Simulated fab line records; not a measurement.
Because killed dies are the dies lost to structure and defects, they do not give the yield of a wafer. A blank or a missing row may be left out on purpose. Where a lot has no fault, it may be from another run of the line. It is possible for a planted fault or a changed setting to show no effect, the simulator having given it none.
Commonality check across tools    flow nand_harc    Sample size 12 lots and 36 wafers

WHAT PROMPTED THE OPENING
On 2 of the 12 lots, a flag is raised at NHARC_A_CHANNEL_HOLE_D1_INSPECT_12 on the reading raw_defect_count. Wafers without a fault read 6.0, standard deviation 2.8.
Rule: a lot is flagged when every wafer of it that has a number lies more than 4 standard deviations from that mean, or none has a number. All remaining lots are regarded as sound.

lot   measured      on                 raw_defect_count, wafer by wafer  flag
L847  day 8 22:19   defect_inspect-01  6 4 5                             
L850  day 9 06:14   defect_inspect-02  4 5 4                             
L851  day 9 19:12   defect_inspect-01  20 3 8                            
L854  day 10 12:44  defect_inspect-02  4 10 6                            
L855  day 10 17:43  defect_inspect-01  10 10 6                           
L856  day 10 17:59  defect_inspect-01  3 5 5                             
L859  day 11 09:24  defect_inspect-01  11 6 11                           
L857  day 11 09:40  defect_inspect-02  7 10 1                            
L858  day 11 11:20  defect_inspect-02  1420 1390 1467                    FLAGGED
L861  day 12 10:15  defect_inspect-01  1447 1490 1464                    FLAGGED
L864  day 12 17:49  defect_inspect-02  5 8 8                             
L867  day 13 15:47  defect_inspect-01  5 5 9                             
The numbers of the flagged lots are 1446.3 on average: +1440.3 against the usual, or +99 or more standard deviations.

WHICH TOOL RAN EACH LOT
The record keeps 1 process step preceding the reading, out of 1159 steps on the route. In each cell: the tool, then ch and the chambers that the sampled wafers went through, then the start.
lot   flag     NHARC_A_CHANNEL_HOLE_D1_DEP_00
L847           acl_dep-03 ch 0, day 8 20:10
L850           acl_dep-03 ch 0, day 9 03:29
L851           acl_dep-03 ch 0, day 9 16:22
L854           acl_dep-02 ch 0, day 10 09:43
L855           acl_dep-02 ch 0, day 10 16:02
L856           acl_dep-01 ch 0, day 10 15:13
L859           acl_dep-03 ch 0, day 11 06:37
L857           acl_dep-01 ch 0, day 11 06:53
L858  FLAGGED  acl_dep-02 ch 0, day 11 08:18
L861  FLAGGED  acl_dep-02 ch 0, day 12 07:31
L864           acl_dep-03 ch 0, day 12 15:15
L867           acl_dep-03 ch 0, day 13 12:58
What is done by these steps:
- NHARC_A_CHANNEL_HOLE_D1_DEP_00: deposits aC, target thk 3100 nm.
- NHARC_A_CHANNEL_HOLE_D1_INSPECT_12

FLAGGED AGAINST TOTAL, ONE TOOL AT A TIME (gauges that did the reading follow at the end)
step                                tool               lots run  flagged  share of the flagged lots  sound lots run after its first flagged lot
NHARC_A_CHANNEL_HOLE_D1_DEP_00      acl_dep-01         2         0        none                       -
NHARC_A_CHANNEL_HOLE_D1_DEP_00      acl_dep-02         4         2        all                        0
NHARC_A_CHANNEL_HOLE_D1_DEP_00      acl_dep-03         6         0        none                       -
NHARC_A_CHANNEL_HOLE_D1_INSPECT_12  defect_inspect-01  7         1        some                       1 (L867)
NHARC_A_CHANNEL_HOLE_D1_INSPECT_12  defect_inspect-02  5         1        some                       1 (L864)

WHAT IS ALLOWED BY THE TABLE
All flagged lots share 1 row of the table, namely acl_dep-02 at NHARC_A_CHANNEL_HOLE_D1_DEP_00.
- acl_dep-02 at NHARC_A_CHANNEL_HOLE_D1_DEP_00 ran 4 lots, 2 of them flagged. Its last sound lot is L855 (day 10 16:02), its first flagged lot L858 (day 11 08:18): a fault that began between those two fits.
What remains is a single tool, acl_dep-02 at NHARC_A_CHANNEL_HOLE_D1_DEP_00.

WHAT THE SIMULATOR HAD PUT IN
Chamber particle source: acl_dep-02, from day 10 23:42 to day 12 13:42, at NHARC_A_CHANNEL_HOLE_D1_DEP_00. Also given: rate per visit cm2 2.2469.
Lots struck among those shown: L858, L861. The rule above reached the same finding.
